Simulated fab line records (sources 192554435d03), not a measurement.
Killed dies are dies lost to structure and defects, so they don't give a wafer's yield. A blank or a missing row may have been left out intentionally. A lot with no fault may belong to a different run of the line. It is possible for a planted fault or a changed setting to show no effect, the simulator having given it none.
What tool caused it? -- flow n5_finfet -- 36 wafers sampled from 12 lots at 1 step of a route of 1938

WHAT THE GAUGES SHOWED, per wafer
N5_BEOL_M4_INSPECT_13: inspects for defects (brightfield).
lot,measured,on,raw_defect_count
L075,day 8 08:10,defect_inspect-02,660 422 562
L077,day 8 11:01,defect_inspect-01,324 476 414
L079,day 8 23:32,defect_inspect-02,395 361 321
L081,day 10 02:55,defect_inspect-01,357 538 575
L080,day 10 10:51,defect_inspect-01,320 385 512
L085,day 10 19:11,defect_inspect-01,524 392 454
L090,day 11 08:43,defect_inspect-02,395 489 465
L091,day 11 16:35,defect_inspect-01,450 391 273
L089,day 11 23:54,defect_inspect-01,384 539 526
L094,day 14 02:02,defect_inspect-02,491 302 427
L095,day 14 07:18,defect_inspect-02,365 440 440
L096,day 14 10:55,defect_inspect-02,361 344 474

WHICH TOOL RAN EACH LOT (tool, then ch and the chambers of the sampled wafers, then the start)
There is no process step in the record ahead of these readings.

THE ANSWER, worked out from the rows above alone
Rule: usual is defined by the lots themselves. The widest of any qualifying gaps counts: lots, ordered by their means at a reading, are off when they make up no more than a third of the lots, leave a main group of 4 or more, and stand apart from it by 3 or more times the standard deviation of that group's means. A main group whose means are all the same, to the digits that the tables above print for the reading, isn't used. Also off: a lot with no number at a reading for which 4 or more lots have one. Where the step has rows for the other lots, those lots are counted as sound.
No lot is off at any reading shown: from this, nothing can be told.

WHAT THE SIMULATOR HAD INSERTED
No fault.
